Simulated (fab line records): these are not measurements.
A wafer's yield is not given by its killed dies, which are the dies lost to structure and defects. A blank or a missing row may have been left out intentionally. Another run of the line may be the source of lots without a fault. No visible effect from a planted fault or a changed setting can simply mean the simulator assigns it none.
Matching of chambers + flow nand_harc + NHARC_P_M2_DESCUM_14 on rie_diel-01: 4 sister chambers
The step chemistry O2, time 3 s. 4 wafers are shown with their chamber, then 9 later ones without.

WAFERS WITH THEIR CHAMBER
| wafer  | chamber | throttle_valve_pct (%) |
|--------|---------|------------------------|
| L430.1 | 0       | 11.299                 |
| L431.1 | 3       | 11.298                 |
| L435.3 | 2       | 11.317                 |
| L435.5 | 1       | 11.321                 |

WAFERS WITHOUT THEIR CHAMBER
| wafer  | throttle_valve_pct (%) |
|--------|------------------------|
| L436.1 | 11.319                 |
| L436.4 | 11.309                 |
| L436.6 | 11.312                 |
| L438.1 | 11.303                 |
| L438.3 | 11.309                 |
| L438.4 | 11.289                 |
| L440.1 | 11.314                 |
| L440.2 | 11.323                 |
| L440.3 | 11.322                 |

WHICH CHAMBER EACH ONE RAN IN
| wafer  | from the rows above               | in truth |
|--------|-----------------------------------|----------|
| L436.1 | can't be placed: 1 or 2           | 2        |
| L436.4 | can't be placed: 2 or 0 or 3 or 1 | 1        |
| L436.6 | can't be placed: 2 or 1 or 0 or 3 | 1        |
| L438.1 | can't be placed: 0 or 3 or 2      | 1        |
| L438.3 | can't be placed: 2 or 0 or 3 or 1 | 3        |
| L438.4 | can't be placed: 3 or 0           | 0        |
| L440.1 | can't be placed: 2 or 1           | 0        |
| L440.2 | can't be placed: 1 or 2           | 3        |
| L440.3 | can't be placed: 1 or 2           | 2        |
Correctly placed: 0 of 9. Cannot be placed on the basis of these rows: 9; the candidates contain the true chamber in 6. Placed wrongly: 0.
How it was worked out, from the rows above alone: a wafer's distance from a chamber is the root of the sum, over the readings, of the square of ((its reading less the chamber's mean) divided by the reading's scatter). The wafer belongs to the nearest chamber; if the next one is less than 2 further off, it can't be placed. The mean given for a chamber averages the wafers shown for that chamber. The scatter (one wafer shown for each chamber): square how far every hidden wafer sits from the nearest shown wafer, average those squares and take the square root.
